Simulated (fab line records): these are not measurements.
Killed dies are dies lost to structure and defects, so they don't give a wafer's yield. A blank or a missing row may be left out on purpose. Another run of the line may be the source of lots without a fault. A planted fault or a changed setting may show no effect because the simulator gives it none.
Chamber matching + flow nand-harc + 4 sister chambers for NHARC_P_CONTACT_ETCH_35 on rie-diel-08
The step etches the open film in CF4, target depth 39 nm, time 65 s. 4 wafers are shown with their chamber, then 7 later ones without.

== EACH WAFER AND ITS CHAMBER ==
| wafer  | chamber | showerhead-plenum-p-Torr (Torr) |
|--------|---------|---------------------------------|
| L143.1 | 2       | 1.85                            |
| L143.5 | 0       | 1.65                            |
| L147.1 | 3       | 1.67                            |
| L147.4 | 1       | 1.67                            |

== WAFERS MISSING THEIR CHAMBER ==
| wafer  | showerhead-plenum-p-Torr (Torr) |
|--------|---------------------------------|
| L147.6 | 1.67                            |
| L148.2 | 1.67                            |
| L148.5 | 1.67                            |
| L148.6 | 1.84                            |
| L156.1 | 1.67                            |
| L156.4 | 1.67                            |
| L156.5 | 1.84                            |

== EACH ONE'S CHAMBER ==
| wafer  | from the rows above     | in truth |
|--------|-------------------------|----------|
| L147.6 | can't be placed: 1 or 3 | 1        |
| L148.2 | can't be placed: 1 or 3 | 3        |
| L148.5 | can't be placed: 1 or 3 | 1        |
| L148.6 | 2                       | 2        |
| L156.1 | can't be placed: 1 or 3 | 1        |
| L156.4 | can't be placed: 1 or 3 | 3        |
| L156.5 | 2                       | 2        |
Correctly placed: 2 of 7. Not placeable from these rows: 5 (in 5, the candidates include the true chamber). Placed wrongly: 0.
How it was worked out, from the rows above alone: a wafer's distance from a chamber is the root of the sum, over the readings, of the square of ((its reading less the chamber's mean) divided by the reading's scatter). If the next closest chamber is less than 2 further off than the closest, the wafer can't be placed; otherwise it belongs to the closest. A chamber's mean is the mean of its shown wafers. The scatter: root of mean squared gap, hidden wafer to nearest shown wafer, with one shown wafer a chamber.
